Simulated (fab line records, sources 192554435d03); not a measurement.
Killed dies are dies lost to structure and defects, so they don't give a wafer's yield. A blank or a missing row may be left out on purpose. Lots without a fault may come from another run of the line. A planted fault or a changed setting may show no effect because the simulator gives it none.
Chamber matching | flow n5_finfet | N5_BEOL_M7_CURE_74 on uv_cure-03: 3 sister chambers
The step cures SiCOH lowk, time 240 s. 6 wafers are shown with their chamber, then 10 later ones without.

WAFERS WITH THEIR CHAMBER
wafer  | chamber | wafer_temp_C_max | lamp_power_pct (%)
L081.4 | 0       | 387.2            | 52.23
L081.6 | 0       | 386.6            | 52.23
L085.4 | 2       | 387.3            | 52.35
L085.5 | 2       | 387.8            | 52.34
L088.1 | 1       | 386.7            | 52.29
L088.3 | 1       | 385.9            | 52.25

WAFERS WITHOUT THEIR CHAMBER
wafer  | wafer_temp_C_max | lamp_power_pct (%)
L088.4 | 386.7            | 52.36
L090.1 | 386.1            | 52.26
L090.2 | 386.1            | 52.36
L090.4 | 386.8            | 52.32
L093.1 | 386.3            | 52.27
L093.2 | 386.6            | 52.31
L093.5 | 386.5            | 52.37
L097.2 | 386.4            | 52.34
L097.3 | 386.3            | 52.28
L097.5 | 387.0            | 52.33

WHICH CHAMBER EACH WENT THROUGH
wafer  | from the rows above     | in truth
L088.4 | 2                       | 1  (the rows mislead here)
L090.1 | can't be placed: 1 or 0 | 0
L090.2 | 2                       | 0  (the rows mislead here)
L090.4 | can't be placed: 2 or 1 | 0
L093.1 | 1                       | 1
L093.2 | can't be placed: 1 or 2 | 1
L093.5 | 2                       | 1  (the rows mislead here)
L097.2 | can't be placed: 2 or 1 | 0
L097.3 | 1                       | 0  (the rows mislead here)
L097.5 | 2                       | 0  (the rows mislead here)
Placed correctly: 1 of 10. Can't be placed from these rows: 4 (the true chamber is among the candidates in 2). Placed wrongly: 5.
How it was worked out, from the rows above alone: a wafer's distance from a chamber is the root of the sum, over the readings, of the square of ((its reading less the chamber's mean) divided by the reading's scatter). The wafer belongs to the nearest chamber; if the next one is less than 2 further off, it can't be placed. A chamber's mean is the mean of its shown wafers. The scatter: the root of (the sum of the squares of (reading less its chamber's mean) over the shown wafers, divided by (wafers less chambers)).
